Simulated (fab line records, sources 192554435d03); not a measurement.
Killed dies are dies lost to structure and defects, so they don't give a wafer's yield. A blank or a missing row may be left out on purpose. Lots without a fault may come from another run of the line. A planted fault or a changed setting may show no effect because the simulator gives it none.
One fault seen from 2 desks | flow n5_finfet | each desk has only its own numbers; what lay behind them comes last

THE TOOL OWNER'S DESK: litho_track-03
The tool's own readings at N5_FIN_CUT_COAT_18 (time 60 s, resist thk 230 nm): means of the sampled wafers that have a number, for each lot that ran on this tool. A lot is out of limits, marked OUT, if its mean lies more than 4 standard deviations from the usual mean; the brackets give that distance.
Columns: A = chill_plate_temp_C at N5_FIN_CUT_COAT_18, usual 22.99 C; B = heater_power_total_W at N5_FIN_CUT_COAT_18, usual 500.4 W; C = plate_temp_C at N5_FIN_CUT_COAT_18, usual 249.99 C
lot  | first seen here | A     | B               | C
L820 | day 2 20:02     | 23.01 | 498.0           | 250.05
L827 | day 4 14:53     | 22.97 | 502.8           | 249.73
L831 | day 5 14:50     | 22.91 | 437.1 (-33) OUT | 224.38 (-99 or more) OUT
L836 | day 6 22:19     | 22.86 | 439.5 (-32) OUT | 224.54 (-99 or more) OUT
This desk's finding: out of limits on L831, L836; first on L831, day 5 14:50 (heater_power_total_W at N5_FIN_CUT_COAT_18). In limits: L820, L827.

THE METROLOGY DESK
What the gauges read, lot by lot, whatever tool the lot ran on: means of the sampled wafers that have a number. A lot is out of limits, marked OUT, if its mean lies more than 4 standard deviations from the usual mean; the brackets give that distance. Of its 11 readings 7 are shown: those that lie furthest out on some lot.
Columns: A = DIBL_P at N5_BEOL_M4_RC_MEAS_101, usual 36.3 mV/V; B = IOFF_N at N5_BEOL_M4_RC_MEAS_101, usual 0.163 nA/um; C = IOFF_P at N5_BEOL_M4_RC_MEAS_101, usual 0.21 nA/um; D = ION_N at N5_BEOL_M4_RC_MEAS_101, usual 673 uA/um; E = ION_P at N5_BEOL_M4_RC_MEAS_101, usual 461 uA/um; F = SS_P at N5_BEOL_M4_RC_MEAS_101, usual 73.3 mV/dec; G = VT_P at N5_BEOL_M4_RC_MEAS_101, usual -250 mV
lot  | first seen here | A    | B     | C    | D   | E   | F    | G
L819 | day 2 14:35     | 37.9 | 0.173 | 0.24 | 666 | 459 | 73.7 | -247
L820 | day 2 20:19     | 36.3 | 0.162 | 0.18 | 676 | 452 | 73.0 | -254
L821 | day 3 02:20     | 36.1 | 0.149 | 0.24 | 665 | 466 | 73.2 | -246
L827 | day 4 15:09     | 36.9 | 0.177 | 0.23 | 690 | 469 | 73.3 | -249
L831 | day 5 15:06     | 36.6 | 0.179 | 0.23 | 678 | 464 | 73.6 | -246
L836 | day 6 22:35     | 37.0 | 0.153 | 0.21 | 673 | 460 | 73.8 | -251
L838 | day 7 08:37     | 35.0 | 0.142 | 0.20 | 664 | 457 | 72.8 | -249
L839 | day 7 14:47     | 31.6 | 0.128 | 0.15 | 668 | 450 | 72.5 | -257
L840 | day 7 20:11     | 36.0 | 0.174 | 0.25 | 674 | 463 | 73.1 | -245
This desk's finding: nothing out of limits on any of the 9 lots.

PUT TOGETHER
The tool owner's desk could have raised an alarm at day 5 14:50, on L831, L836.
The metrology desk saw nothing out of limits.
The metrology desk has L831, L836 on record, within its limits.
Of the lots named, all ran N5_FIN_CUT_COAT_18 on litho_track-03.

WHAT THE SIMULATOR HAD PUT IN
Process parameter drift: litho_track-03, from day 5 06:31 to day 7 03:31, at N5_FIN_CUT_COAT_18. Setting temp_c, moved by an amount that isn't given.
Lots struck among those shown: L831, L836.
Hours from the fault's start to each desk's first reading out of limits: the tool owner's desk, 8.
